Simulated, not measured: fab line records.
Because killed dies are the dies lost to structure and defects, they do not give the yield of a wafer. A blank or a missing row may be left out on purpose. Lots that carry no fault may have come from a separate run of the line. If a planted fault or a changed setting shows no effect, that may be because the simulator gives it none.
fab line records	flow nand_harc
record: lots: 24	wafers: 72	last_day: 33
route steps=1302 shown A_CONTACT@1025
lots with no fault: from the same line, run without faults
start_h: start of the lot's first displayed wafer, in hours after the record's first day	wait_h: hours elapsed since this lot's preceding step	" identical to the entry in the row above	L1.1+2: one row covering several wafers at once	- no value, or no start given	* or withheld: withheld	< > ~ a bound
route shown NAME@n: names a module that has steps shown in the file, with the first one's number in the route	usual: mean/standard deviation of fault-free wafers	same: alike in all rows	chamber/n: place in a boat	sites: readings site by site	_std_site: their standard deviation	_edge_site: inner sites' mean taken away from outer sites' mean	radius_mm: for every site, how far away it sits from the centre of the wafer	mask NAME#n: copy n	behind: the last tool/chamber to shape the wafer	hold: reason for holding the lot/hours on hold/outcome of the hold	device: the n, p or np transistor that did not switch	end of line: the same wafers' tests at the end of the route	where a step has no rows: the recipe by itself	killed: dies lost to structure and defects at the first sort, not the wafer's yield	map: a wafer's dies, marking killed ones x, the rest . and places with no die _
set.NAME: the run value of the setting; set.NAME@STEP: its run value at that earlier step	model.NAME: the simulator's own value behind a step, which no gauge read
steps of the route over a sample of lots; a table a step, a row a wafer
services: a tool's chamber out of use, with start hour (start_h, from the record's first day; less than 0 if before it), hours out, and reason
== steps ==
step: NHARC_A_CONTACT_STRIP_55
recipe: o2_flow_sccm: 500	ar_flow_sccm: 0	bias_w: 0	chemistry: O2
usual: drypump_motor_current_A: 5.8/0.51	oes_product_au: 0.998/0.014	rf_vpp_V: 57.7/0.97	showerhead_plenum_p_Torr: 3.48/0.1	throttle_valve_pct: 17.038/0.0091
lot.wafer	tool	chamber	start_h	wait_h	drypump_motor_current_A	oes_product_au	rf_hours_counter_h	rf_vpp_V	showerhead_plenum_p_Torr	throttle_valve_pct
L074.1	rie_diel-13	1	-	-	5.7	1.010	47	58.9	3.42	17.029
L074.2	"	2	"	"	5.9	0.988	50	58.8	3.43	17.025
L074.5	"	2	"	"	5.9	0.982	-	56.9	3.43	17.042
L076.1	rie_diel-06	0	-	-	5.0	1.012	3	57.3	3.50	17.037
L076.3	"	3	"	"	6.5	1.004	3	57.7	3.60	17.037
L076.6	"	1	"	"	6.3	0.985	-	59.4	3.69	17.026
L075.2	rie_diel-01	3	-	-	5.6	1.010	41	56.8	3.45	17.030
L075.1	"	0	"	"	6.3	1.033	43	57.7	3.39	17.052
L075.5	"	1	"	"	4.8	0.982	-	57.4	3.48	17.040
L077.1	rie_diel-06	2	-	-	5.6	0.992	8	56.8	3.33	17.038
L077.2	"	0	"	"	5.0	0.996	8	56.8	3.50	17.045
L077.5	"	3	"	"	6.5	0.999	-	58.1	3.59	17.033
L079.4	rie_diel-06	3	-	-	6.5	1.002	8	58.3	3.59	17.028
L079.3	"	1	"	"	6.3	1.009	8	59.1	3.69	17.034
L079.6	"	3	"	"	6.5	1.011	-	58.3	3.59	17.026
L078.4	rie_diel-01	0	-	-	6.3	1.048	55	57.3	3.38	17.031
L078.6	"	1	"	"	4.8	0.973	-	57.5	3.47	17.049
L078.5	"	2	"	"	5.3	1.014	-	55.7	3.50	17.025
L082.2	rie_diel-06	1	-	-	6.2	0.995	14	59.1	3.69	17.040
L082.4	"	3	"	"	6.5	0.986	13	59.1	3.59	17.035
L082.6	"	1	"	"	6.2	0.992	-	58.1	3.69	17.037
L081.2	rie_diel-13	3	-	-	6.2	0.986	7	58.0	3.46	17.051
L081.4	"	0	"	"	5.4	0.986	11	56.7	3.53	17.044
L081.5	"	3	"	"	6.2	0.975	-	58.6	3.46	17.038
L080.2	rie_diel-13	0	-	-	5.4	0.991	12	57.2	3.53	17.027
L080.4	"	1	"	"	5.6	0.991	12	57.6	3.41	17.029
L080.5	"	3	"	"	6.2	0.974	-	58.3	3.46	17.040
L084.3	rie_diel-01	3	-	-	5.6	1.029	11	57.0	3.44	17.034
L084.2	"	0	"	"	6.3	1.017	9	57.0	3.37	17.033
L084.1	"	2	"	"	5.3	0.991	9	56.9	3.49	17.042
L083.2	rie_diel-06	0	-	-	5.0	1.007	21	57.0	3.49	17.048
L083.3	"	1	"	"	6.3	1.002	22	56.9	3.68	17.053
L083.5	"	0	"	"	5.0	0.998	-	56.7	3.49	17.035
L085.3	rie_diel-06	2	-	-	5.6	0.996	17	56.8	3.33	17.046
L085.1	"	3	"	"	6.5	1.016	20	58.5	3.59	17.033
L085.6	"	2	"	"	5.6	0.995	-	56.9	3.33	17.046
L086.2	rie_diel-06	2	-	-	5.6	0.986	20	57.2	3.33	17.027
L086.4	"	0	"	"	5.0	0.982	24	57.3	3.49	17.044
L086.6	"	2	"	"	5.6	0.991	-	57.0	3.33	17.065
L087.1	rie_diel-06	3	-	-	6.5	0.996	25	58.6	3.58	17.038
L087.2	"	0	"	"	5.0	0.998	26	55.6	3.49	17.029
L087.6	"	3	"	"	6.5	0.994	-	56.9	3.58	17.038
L088.3	rie_diel-06	2	-	-	5.6	1.006	26	58.6	3.32	17.035
L088.5	"	3	"	"	6.5	1.004	-	57.0	3.58	17.018
L088.6	"	0	"	"	5.0	1.008	-	57.3	3.49	17.044
L089.2	rie_diel-13	0	-	-	5.4	0.986	42	57.9	3.52	17.032
L089.4	"	2	"	"	5.9	0.970	36	58.6	3.40	17.034
L089.5	"	3	"	"	6.3	0.980	-	57.7	3.44	17.047
L090.3	rie_diel-13	0	-	-	5.4	0.997	48	59.1	3.51	17.035
L090.2	"	1	"	"	5.7	1.008	38	58.7	3.39	17.019
L090.1	"	2	"	"	5.9	0.969	41	58.2	3.40	17.031
L091.3	rie_diel-13	3	-	-	6.3	0.992	39	57.3	3.44	17.028
L091.2	"	1	"	"	5.7	1.019	38	57.2	3.39	17.050
L091.6	"	0	"	"	5.4	1.000	-	55.8	3.51	17.047
L092.1	rie_diel-13	2	-	-	5.9	0.974	44	57.3	3.40	17.034
L092.3	"	3	"	"	6.2	0.999	42	57.0	3.44	17.030
L092.5	"	0	"	"	5.4	1.002	-	59.0	3.51	17.021
L093.3	rie_diel-13	0	-	-	5.4	1.006	55	58.8	3.51	17.034
L093.5	"	1	"	"	5.7	1.011	-	58.1	3.39	17.033
L093.6	"	2	"	"	5.9	0.983	-	58.3	3.39	17.042
L094.4	rie_diel-06	3	-	-	6.5	1.000	3	57.4	3.58	17.034
L094.1	"	0	"	"	5.0	1.001	4	58.1	3.48	17.038
L094.5	"	2	"	"	5.6	1.011	-	57.6	3.32	17.031
L095.4	rie_diel-13	3	-	-	6.2	1.012	1	58.4	3.43	17.033
L095.1	"	0	"	"	5.4	0.999	1	58.8	3.50	17.041
L095.5	"	2	"	"	5.9	0.991	-	57.4	3.39	17.032
L096.4	rie_diel-06	0	-	-	5.0	1.002	7	57.8	3.48	17.041
L096.6	"	2	"	"	5.6	0.997	-	58.1	3.32	17.049
L096.5	"	3	"	"	6.5	0.981	-	57.5	3.57	17.034
L097.4	rie_diel-13	0	-	-	5.4	1.007	12	57.4	3.50	17.040
L097.3	"	1	"	"	5.7	1.016	8	56.5	3.38	17.035
L097.1	"	3	"	"	6.3	1.022	12	58.1	3.42	17.031
step: NHARC_A_CONTACT_INSPECT_71
usual: raw_defect_count: 82/35
lot.wafer	tool	chamber	start_h	wait_h	raw_defect_count
L074.1	defect_inspect-01	-	497.51	0.0	75
L074.2	"	-	"	"	72
L074.5	"	-	"	"	58
L076.1	defect_inspect-02	-	511.92	0.0	47
L076.3	"	-	"	"	60
L076.6	"	-	"	"	64
L075.1	defect_inspect-01	-	514.23	0.0	65
L075.2	"	-	"	"	71
L075.5	"	-	"	"	70
L077.1	defect_inspect-02	-	536.42	0.0	119
L077.2	"	-	"	"	104
L077.5	"	-	"	"	89
L079.3	defect_inspect-02	-	539.62	0.0	19
L079.4	"	-	"	"	22
L079.6	"	-	"	"	17
L078.4	defect_inspect-01	-	545.21	0.0	102
L078.5	"	-	"	"	117
L078.6	"	-	"	"	102
L082.2	defect_inspect-02	-	569.11	0.0	26
L082.4	"	-	"	"	30
L082.6	"	-	"	"	25
L081.2	defect_inspect-01	-	572.34	0.0	122
L081.4	"	-	"	"	109
L081.5	"	-	"	"	122
L080.2	defect_inspect-01	-	574.88	0.0	162
L080.4	"	-	"	"	159
L080.5	"	-	"	"	162
L084.1	defect_inspect-02	-	597.40	0.0	38
L084.2	"	-	"	"	42
L084.3	"	-	"	"	36
L083.2	defect_inspect-02	-	600.20	0.0	118
L083.3	"	-	"	"	131
L083.5	"	-	"	"	130
L085.1	defect_inspect-01	-	603.43	0.0	64
L085.3	"	-	"	"	78
L085.6	"	-	"	"	78
L086.2	defect_inspect-02	-	617.80	0.0	90
L086.4	"	-	"	"	86
L086.6	"	-	"	"	85
L087.1	defect_inspect-01	-	630.95	0.0	98
L087.2	"	-	"	"	99
L087.6	"	-	"	"	72
L088.3	defect_inspect-01	-	647.19	0.0	67
L088.5	"	-	"	"	60
L088.6	"	-	"	"	60
L089.2	defect_inspect-02	-	649.03	0.0	96
L089.4	"	-	"	"	103
L089.5	"	-	"	"	94
L090.1	defect_inspect-02	-	662.76	0.0	87
L090.2	"	-	"	"	81
L090.3	"	-	"	"	76
L091.2	defect_inspect-02	-	662.97	0.0	107
L091.3	"	-	"	"	91
L091.6	"	-	"	"	110
L092.1	defect_inspect-01	-	673.54	0.0	79
L092.3	"	-	"	"	67
L092.5	"	-	"	"	63
L093.3	defect_inspect-01	-	686.55	0.0	118
L093.5	"	-	"	"	113
L093.6	"	-	"	"	142
L094.1	defect_inspect-02	-	695.52	0.0	77
L094.4	"	-	"	"	72
L094.5	"	-	"	"	65
L095.1	defect_inspect-01	-	716.23	0.0	36
L095.4	"	-	"	"	43
L095.5	"	-	"	"	39
L096.4	defect_inspect-01	-	718.04	0.0	113
L096.5	"	-	"	"	107
L096.6	"	-	"	"	119
L097.1	defect_inspect-02	-	737.73	0.0	59
L097.3	"	-	"	"	61
L097.4	"	-	"	"	54
step: NHARC_A_CONTACT_STRIP_82
recipe: o2_flow_sccm: 500	ar_flow_sccm: 0	bias_w: 0	chemistry: O2
usual: drypump_motor_current_A: 5.7/0.55	oes_product_au: 1.001/0.014	rf_vpp_V: 57.7/0.92	showerhead_plenum_p_Torr: 3.48/0.11	throttle_valve_pct: 17.036/0.0094
lot.wafer	tool	chamber	start_h	wait_h	drypump_motor_current_A	oes_product_au	rf_hours_counter_h	rf_vpp_V	showerhead_plenum_p_Torr	throttle_valve_pct
L074.1	rie_diel-13	0	-	-	5.4	1.007	51	56.2	3.54	17.040
L074.2	"	2	"	"	5.9	0.987	54	57.4	3.42	17.039
L074.5	"	3	"	"	6.3	0.986	-	57.6	3.46	17.039
L076.3	rie_diel-06	2	-	-	5.6	0.990	5	59.0	3.34	17.042
L076.1	"	3	"	"	6.5	1.010	5	57.1	3.59	17.052
L076.6	"	1	"	"	6.3	1.001	-	58.1	3.69	17.028
L075.1	rie_diel-06	2	-	-	5.6	0.993	5	58.4	3.33	17.034
L075.2	"	3	"	"	6.5	1.012	5	58.1	3.59	17.051
L075.5	"	2	"	"	5.6	0.992	-	59.0	3.33	17.034
L077.2	rie_diel-01	2	-	-	5.3	1.005	47	57.7	3.50	17.037
L077.1	"	3	"	"	5.6	1.019	52	56.6	3.45	17.057
L077.5	"	2	"	"	5.3	1.005	-	59.3	3.50	17.034
L079.4	rie_diel-13	3	-	-	6.2	0.980	2	58.8	3.46	17.048
L079.3	"	1	"	"	5.6	1.005	7	58.3	3.41	17.031
L079.6	"	3	"	"	6.2	0.986	-	57.7	3.46	17.043
L078.4	rie_diel-06	2	-	-	5.6	0.985	11	57.1	3.33	17.065
L078.5	"	2	"	"	5.6	0.987	-	58.5	3.33	17.030
L078.6	"	3	"	"	6.5	1.006	-	57.1	3.59	17.049
L082.2	rie_diel-01	0	-	-	6.3	1.017	1	55.3	3.38	17.030
L082.4	"	3	"	"	5.6	1.023	1	58.5	3.44	17.024
L082.6	"	1	"	"	4.8	0.992	-	57.4	3.47	17.022
L081.2	rie_diel-01	3	-	-	5.6	1.027	2	57.9	3.44	17.025
L081.4	"	2	"	"	5.2	0.990	2	57.5	3.50	17.029
L081.5	"	3	"	"	5.6	1.036	-	58.4	3.44	17.038
L080.2	rie_diel-06	2	-	-	5.6	0.996	16	57.4	3.33	17.047
L080.4	"	3	"	"	6.5	0.992	16	59.4	3.59	17.027
L080.5	"	1	"	"	6.2	0.987	-	58.5	3.68	17.023
L084.1	rie_diel-06	3	-	-	6.5	0.997	21	59.0	3.59	17.039
L084.2	"	0	"	"	5.0	0.995	22	57.5	3.49	17.021
L084.3	"	2	"	"	5.6	0.997	18	57.6	3.33	17.034
L083.2	rie_diel-13	1	-	-	5.6	1.006	22	58.8	3.40	17.028
L083.3	"	2	"	"	5.9	0.982	23	57.7	3.41	17.038
L083.5	"	0	"	"	5.4	0.988	-	57.2	3.52	17.034
L085.3	rie_diel-01	3	-	-	5.7	1.025	15	58.2	3.43	17.022
L085.1	"	2	"	"	5.3	0.989	14	58.3	3.49	17.052
L085.6	"	3	"	"	5.6	1.044	-	59.0	3.43	17.041
L086.2	rie_diel-13	1	-	-	5.6	0.994	26	57.1	3.40	17.051
L086.4	"	3	"	"	6.3	0.993	29	57.9	3.44	17.021
L086.6	"	1	"	"	5.6	0.997	-	58.6	3.40	17.036
L087.1	rie_diel-06	1	-	-	6.2	0.985	27	59.9	3.68	17.038
L087.2	"	3	"	"	6.5	0.996	27	59.8	3.58	17.028
L087.6	"	2	"	"	5.6	1.003	-	58.4	3.33	17.034
L088.3	rie_diel-01	2	-	-	5.3	1.002	28	57.3	3.48	17.045
L088.6	"	1	"	"	4.8	1.000	-	56.9	3.45	17.046
L088.5	"	2	"	"	5.3	1.002	-	55.8	3.48	17.048
L089.4	rie_diel-06	3	-	-	6.5	1.000	31	58.2	3.58	17.024
L089.2	"	1	"	"	6.2	0.986	31	58.2	3.68	17.035
L089.5	"	3	"	"	6.5	1.002	-	57.0	3.58	17.041
L090.1	rie_diel-01	1	-	-	4.8	1.001	32	56.6	3.45	17.041
L090.2	"	2	"	"	5.3	0.983	35	58.7	3.48	17.049
L090.3	"	0	"	"	6.3	1.033	33	57.8	3.36	17.040
L091.2	rie_diel-06	3	-	-	6.5	0.985	0	58.2	3.58	17.021
L091.3	"	2	"	"	5.6	0.999	0	56.4	3.32	17.035
L091.6	"	0	"	"	5.0	0.995	-	57.0	3.49	17.028
L092.1	rie_diel-01	0	-	-	6.3	1.025	34	57.5	3.36	17.043
L092.3	"	3	"	"	5.6	1.035	38	57.5	3.42	17.025
L092.5	"	2	"	"	5.3	0.987	-	58.4	3.48	17.052
L093.3	rie_diel-01	3	-	-	5.7	1.036	41	58.5	3.42	17.048
L093.5	"	2	"	"	5.3	0.999	-	58.9	3.48	17.028
L093.6	"	3	"	"	5.6	1.031	-	57.6	3.42	17.047
L094.1	rie_diel-06	0	-	-	5.0	0.989	5	57.4	3.48	17.038
L094.4	"	2	"	"	5.6	1.007	6	56.1	3.32	17.036
L094.5	"	0	"	"	5.0	0.997	-	55.3	3.48	17.040
L095.4	rie_diel-06	2	-	-	5.7	1.005	11	55.3	3.32	17.029
L095.1	"	3	"	"	6.5	0.996	10	56.7	3.57	17.029
L095.5	"	1	"	"	6.3	1.010	-	57.4	3.67	17.045
L096.4	rie_diel-06	3	-	-	6.5	0.997	10	57.8	3.57	17.024
L096.6	"	0	"	"	5.0	0.999	-	56.7	3.48	17.045
L096.5	"	1	"	"	6.2	1.003	-	57.7	3.67	17.029
L097.3	rie_diel-06	3	-	-	6.5	0.997	13	58.3	3.57	17.047
L097.1	"	0	"	"	5.0	0.998	13	57.4	3.48	17.040
L097.4	"	1	"	"	6.3	0.991	13	58.6	3.67	17.032
step: NHARC_A_CONTACT_CD_MEAS_08
recipe: target_cd_nm: 200	landing_energy_ev: 500
usual: cd_nm: 199.8/0.66
lot.wafer	tool	chamber	start_h	wait_h	cd_nm
L074.1	cd_sem-01	0	505.54	-	200.3
L074.2	"	0	"	"	200.7
L074.5	"	0	"	"	199.8
L076.1	cd_sem-01	0	521.44	-	199.1
L076.3	"	0	"	"	200.1
L076.6	"	0	"	"	200.2
L075.1	cd_sem-03	0	522.44	-	199.4
L075.2	"	0	"	"	198.3
L075.5	"	0	"	"	200.4
L077.1	cd_sem-03	0	544.07	-	199.2
L077.2	"	0	"	"	200.7
L077.5	"	0	"	"	199.3
L079.3	cd_sem-02	0	551.60	-	200.5
L079.4	"	0	"	"	200.3
L079.6	"	0	"	"	199.5
L078.4	cd_sem-01	0	555.37	-	199.1
L078.5	"	0	"	"	199.8
L078.6	"	0	"	"	199.2
L082.2	cd_sem-02	0	576.62	-	199.1
L082.4	"	0	"	"	199.1
L082.6	"	0	"	"	200.3
L081.2	cd_sem-02	0	579.87	-	200.0
L081.4	"	0	"	"	198.8
L081.5	"	0	"	"	198.7
L080.2	cd_sem-01	0	583.08	-	200.2
L080.4	"	0	"	"	200.0
L080.5	"	0	"	"	199.1
L084.1	cd_sem-02	0	607.18	-	198.8
L084.2	"	0	"	"	199.0
L084.3	"	0	"	"	198.9
L083.2	cd_sem-03	0	611.80	-	199.4
L083.3	"	0	"	"	199.9
L083.5	"	0	"	"	199.6
L085.1	cd_sem-01	0	614.35	-	199.7
L085.3	"	0	"	"	199.9
L085.6	"	0	"	"	198.9
L086.2	cd_sem-02	0	625.70	-	199.1
L086.4	"	0	"	"	199.2
L086.6	"	0	"	"	198.6
L087.1	cd_sem-02	0	638.60	-	199.7
L087.2	"	0	"	"	200.1
L087.6	"	0	"	"	199.3
L088.3	cd_sem-01	0	654.83	-	200.1
L088.5	"	0	"	"	199.4
L088.6	"	0	"	"	199.8
L089.2	cd_sem-02	0	656.67	-	199.0
L089.4	"	0	"	"	199.4
L089.5	"	0	"	"	199.8
L090.1	cd_sem-01	0	677.17	-	200.6
L090.2	"	0	"	"	200.4
L090.3	"	0	"	"	199.0
L091.2	cd_sem-01	0	677.32	-	200.0
L091.3	"	0	"	"	199.7
L091.6	"	0	"	"	199.6
L092.1	cd_sem-03	0	681.26	-	199.7
L092.3	"	0	"	"	199.5
L092.5	"	0	"	"	199.4
L093.3	cd_sem-02	0	694.21	-	200.2
L093.5	"	0	"	"	201.2
L093.6	"	0	"	"	199.9
L094.1	cd_sem-01	0	703.26	-	199.8
L094.4	"	0	"	"	200.8
L094.5	"	0	"	"	199.8
L095.1	cd_sem-01	0	723.87	-	199.7
L095.4	"	0	"	"	200.6
L095.5	"	0	"	"	201.0
L096.4	cd_sem-02	0	725.72	-	199.2
L096.5	"	0	"	"	199.4
L096.6	"	0	"	"	201.4
L097.1	cd_sem-01	0	748.12	-	200.2
L097.3	"	0	"	"	200.4
L097.4	"	0	"	"	200.9
step: NHARC_A_CONTACT_OVL_MEAS_09
usual: overlay_x_nm: 0.0/0.87	overlay_y_nm: 0.1/0.8
lot.wafer	tool	chamber	start_h	wait_h	overlay_x_nm	overlay_y_nm
L074.1	overlay-02	-	505.62	-	1.6	0.6
L074.2	"	-	"	"	1.3	0.2
L074.5	"	-	"	"	1.4	0.5
L076.1	overlay-01	-	521.53	-	0.1	0.1
L076.3	"	-	"	"	-0.2	-0.2
L076.6	"	-	"	"	-0.3	0.0
L075.1	overlay-02	-	522.53	-	0.9	-0.8
L075.2	"	-	"	"	0.9	-0.2
L075.5	"	-	"	"	1.3	-0.3
L077.1	overlay-02	-	544.16	-	0.1	-0.3
L077.2	"	-	"	"	0.5	-0.5
L077.5	"	-	"	"	1.1	-0.2
L079.3	overlay-02	-	551.69	-	-1.0	-0.4
L079.4	"	-	"	"	-0.4	0.2
L079.6	"	-	"	"	-0.3	-0.1
L078.4	overlay-01	-	555.46	-	0.6	0.5
L078.5	"	-	"	"	0.7	0.0
L078.6	"	-	"	"	0.9	0.1
L082.2	overlay-02	-	576.71	-	-1.5	-0.4
L082.4	"	-	"	"	-1.5	-0.7
L082.6	"	-	"	"	-1.3	-0.3
L081.2	overlay-02	-	579.96	-	-1.2	0.7
L081.4	"	-	"	"	-1.2	0.4
L081.5	"	-	"	"	-1.2	1.5
L080.2	overlay-02	-	583.16	-	-0.2	0.5
L080.4	"	-	"	"	0.1	0.4
L080.5	"	-	"	"	-0.8	0.8
L084.1	overlay-01	-	607.27	-	-0.5	-1.1
L084.2	"	-	"	"	-0.1	-0.9
L084.3	"	-	"	"	0.0	-1.2
L083.2	overlay-02	-	611.89	-	-1.3	-1.1
L083.3	"	-	"	"	-1.3	-1.0
L083.5	"	-	"	"	-1.8	-1.1
L085.1	overlay-01	-	614.44	-	-0.2	-0.8
L085.3	"	-	"	"	-0.5	-0.8
L085.6	"	-	"	"	-0.7	-0.4
L086.2	overlay-02	-	625.78	-	-0.2	-0.8
L086.4	"	-	"	"	-0.5	-0.4
L086.6	"	-	"	"	0.3	-1.1
L087.1	overlay-02	-	638.69	-	-0.2	0.8
L087.2	"	-	"	"	-0.1	1.5
L087.6	"	-	"	"	-0.2	1.0
L088.3	overlay-01	-	654.92	-	0.9	1.0
L088.5	"	-	"	"	0.9	1.6
L088.6	"	-	"	"	0.2	0.9
L089.2	overlay-01	-	656.75	-	-1.4	-0.4
L089.4	"	-	"	"	-1.1	-0.1
L089.5	"	-	"	"	-0.5	-0.3
L090.1	overlay-01	-	677.25	-	0.0	-0.4
L090.2	"	-	"	"	-0.2	-0.9
L090.3	"	-	"	"	0.2	-0.5
L091.2	overlay-02	-	677.41	-	0.2	-0.5
L091.3	"	-	"	"	-0.4	-0.7
L091.6	"	-	"	"	1.1	-0.6
L092.1	overlay-01	-	681.36	-	-0.1	0.1
L092.3	"	-	"	"	0.5	0.3
L092.5	"	-	"	"	0.4	0.1
L093.3	overlay-02	-	694.29	-	-0.3	0.9
L093.5	"	-	"	"	0.5	0.9
L093.6	"	-	"	"	0.4	1.1
L094.1	overlay-01	-	703.36	-	1.3	-0.5
L094.4	"	-	"	"	0.8	0.0
L094.5	"	-	"	"	0.7	-0.4
L095.1	overlay-02	-	723.96	-	1.8	1.9
L095.4	"	-	"	"	1.2	1.3
L095.5	"	-	"	"	1.2	1.5
L096.4	overlay-02	-	725.80	-	-0.7	1.4
L096.5	"	-	"	"	-1.0	1.7
L096.6	"	-	"	"	-0.9	1.6
L097.1	overlay-02	-	748.20	-	0.9	0.5
L097.3	"	-	"	"	1.0	0.7
L097.4	"	-	"	"	1.6	0.7
step: NHARC_A_CONTACT_STRIP_26
recipe: o2_flow_sccm: 500	ar_flow_sccm: 0	bias_w: 0	chemistry: O2
usual: drypump_motor_current_A: 5.7/0.58	oes_product_au: 1.001/0.014	rf_vpp_V: 57.7/0.94	showerhead_plenum_p_Torr: 3.49/0.11	throttle_valve_pct: 17.036/0.0093
lot.wafer	tool	chamber	start_h	wait_h	drypump_motor_current_A	oes_product_au	rf_hours_counter_h	rf_vpp_V	showerhead_plenum_p_Torr	throttle_valve_pct
L074.1	rie_diel-06	3	-	-	6.5	1.016	3	57.3	3.60	17.042
L074.2	"	2	"	"	5.6	0.998	3	58.3	3.34	17.035
L074.5	"	0	"	"	5.0	1.006	-	56.7	3.50	17.037
L076.3	rie_diel-06	3	-	-	6.5	1.008	7	58.9	3.59	17.032
L076.1	"	1	"	"	6.3	1.005	7	57.2	3.69	17.049
L076.6	"	3	"	"	6.5	1.010	-	59.2	3.59	17.049
L075.1	rie_diel-01	2	-	-	5.2	1.005	39	58.5	3.51	17.035
L075.2	"	3	"	"	5.6	1.012	46	57.7	3.45	17.035
L075.5	"	3	"	"	5.6	1.013	-	57.0	3.45	17.028
L077.2	rie_diel-06	3	-	-	6.5	1.000	11	58.7	3.59	17.024
L077.1	"	0	"	"	5.0	0.986	11	58.8	3.50	17.028
L077.5	"	3	"	"	6.5	0.989	-	56.9	3.59	17.036
L079.3	rie_diel-01	1	-	-	4.9	0.981	56	58.4	3.47	17.038
L079.4	"	3	"	"	5.6	1.017	58	58.8	3.44	17.046
L079.6	"	1	"	"	4.8	0.964	-	57.2	3.47	17.046
L078.4	rie_diel-06	1	-	-	6.3	1.002	11	58.4	3.69	17.037
L078.6	"	2	"	"	5.6	0.985	-	55.5	3.33	17.036
L078.5	"	3	"	"	6.5	1.007	-	57.3	3.59	17.022
L082.4	rie_diel-06	0	-	-	5.0	0.992	17	57.0	3.49	17.047
L082.2	"	2	"	"	5.6	1.000	16	57.7	3.33	17.033
L082.6	"	0	"	"	5.0	0.995	-	58.9	3.49	17.048
L081.2	rie_diel-01	1	-	-	4.8	1.008	4	58.1	3.46	17.051
L081.4	"	2	"	"	5.2	1.002	6	56.8	3.49	17.037
L081.5	"	1	"	"	4.8	0.987	-	56.9	3.46	17.028
L080.2	rie_diel-01	0	-	-	6.3	1.026	4	59.1	3.38	17.047
L080.4	"	3	"	"	5.6	1.031	6	57.1	3.44	17.012
L080.5	"	0	"	"	6.3	1.024	-	57.3	3.38	17.030
L084.2	rie_diel-01	2	-	-	5.3	0.986	14	57.4	3.49	17.044
L084.1	"	3	"	"	5.6	1.037	16	57.5	3.43	17.048
L084.3	"	0	"	"	6.3	1.021	14	57.2	3.37	17.029
L083.3	rie_diel-13	0	-	-	5.4	1.000	33	58.1	3.52	17.027
L083.2	"	1	"	"	5.7	0.997	25	59.2	3.40	17.019
L083.5	"	3	"	"	6.3	0.985	-	57.6	3.44	17.036
L085.3	rie_diel-06	3	-	-	6.5	1.001	24	58.4	3.58	17.033
L085.1	"	0	"	"	5.0	1.000	25	57.2	3.49	17.027
L085.6	"	0	"	"	5.0	1.000	-	56.4	3.49	17.031
L086.2	rie_diel-06	1	-	-	6.2	0.992	26	56.9	3.68	17.038
L086.4	"	2	"	"	5.6	0.990	23	59.6	3.33	17.048
L086.6	"	1	"	"	6.2	0.995	-	60.0	3.68	17.030
L087.1	rie_diel-06	0	-	-	5.0	0.992	28	56.3	3.49	17.031
L087.2	"	1	"	"	6.2	0.985	28	57.5	3.68	17.049
L087.6	"	0	"	"	5.0	0.995	-	57.5	3.49	17.034
L088.3	rie_diel-06	3	-	-	6.5	1.007	32	57.5	3.58	17.036
L088.5	"	2	"	"	5.6	0.982	-	56.8	3.32	17.035
L088.6	"	3	"	"	6.5	1.005	-	58.6	3.58	17.040
L089.2	rie_diel-13	0	-	-	5.4	0.999	48	56.4	3.51	17.030
L089.4	"	1	"	"	5.6	1.006	38	54.7	3.39	17.045
L089.5	"	3	"	"	6.3	0.993	-	57.0	3.44	17.038
L091.3	rie_diel-01	2	-	-	5.2	0.977	38	56.1	3.48	17.032
L091.2	"	3	"	"	5.6	1.039	38	57.9	3.42	17.037
L091.6	"	0	"	"	6.3	1.013	-	60.2	3.36	17.055
L090.3	rie_diel-06	1	-	-	6.2	0.994	3	58.2	3.67	17.034
L090.1	"	2	"	"	5.6	1.009	3	56.6	3.32	17.036
L090.2	"	0	"	"	5.0	0.990	3	58.1	3.48	17.039
L092.1	rie_diel-06	1	-	-	6.3	0.989	3	57.3	3.67	17.045
L092.3	"	3	"	"	6.5	0.990	2	57.9	3.58	17.042
L092.5	"	1	"	"	6.3	0.986	-	58.5	3.67	17.020
L093.3	rie_diel-06	3	-	-	6.5	0.995	5	57.3	3.58	17.042
L093.6	"	1	"	"	6.3	0.996	-	58.5	3.67	17.037
L093.5	"	2	"	"	5.6	1.001	-	58.4	3.32	17.041
L094.1	rie_diel-01	0	-	-	6.3	1.009	46	56.8	3.35	17.032
L094.4	"	1	"	"	4.9	1.004	41	57.1	3.44	17.032
L094.5	"	3	"	"	5.6	1.044	-	57.0	3.42	17.034
L095.4	rie_diel-06	2	-	-	5.6	1.005	12	57.7	3.32	17.040
L095.1	"	1	"	"	6.3	1.005	12	58.9	3.67	17.028
L095.5	"	2	"	"	5.6	1.022	-	57.3	3.32	17.053
L096.4	rie_diel-06	1	-	-	6.2	0.999	12	57.1	3.67	17.015
L096.6	"	3	"	"	6.5	0.997	-	56.5	3.57	17.032
L096.5	"	0	"	"	5.0	0.995	-	57.6	3.48	17.041
L097.4	rie_diel-06	0	-	-	5.0	0.981	15	58.7	3.48	17.044
L097.3	"	1	"	"	6.3	0.993	15	57.1	3.67	17.041
L097.1	"	2	"	"	5.6	1.003	16	57.3	3.31	17.048
== services ==
tool	chamber	start_h	hours	kind
rie_diel-06	0	463.30	-	clean
rie_diel-06	1	463.30	-	clean
rie_diel-06	2	463.30	-	clean
rie_diel-06	3	463.30	-	clean
rie_diel-06	-	484.24	9.0	pm
rie_diel-06	0	484.24	9.0	vent_cycle
rie_diel-06	1	484.24	9.0	vent_cycle
rie_diel-06	2	484.24	9.0	vent_cycle
rie_diel-06	3	484.24	9.0	vent_cycle
rie_diel-06	0	493.24	-	clean
rie_diel-06	1	493.24	-	clean
rie_diel-06	2	493.24	-	clean
rie_diel-06	3	493.24	-	clean
rie_diel-13	-	519.00	9.0	pm
rie_diel-01	-	539.76	0.4	repair
rie_diel-01	-	560.59	9.0	pm
rie_diel-06	2	586.16	8.3	repair
rie_diel-13	3	648.51	3.9	repair
rie_diel-06	-	661.24	9.0	pm
rie_diel-01	1	671.97	9.8	repair
rie_diel-13	-	696.00	9.0	pm
rie_diel-01	3	716.07	5.5	repair
rie_diel-01	0	732.07	7.7	repair
rie_diel-01	-	737.59	9.0	pm
== key ==
fault none
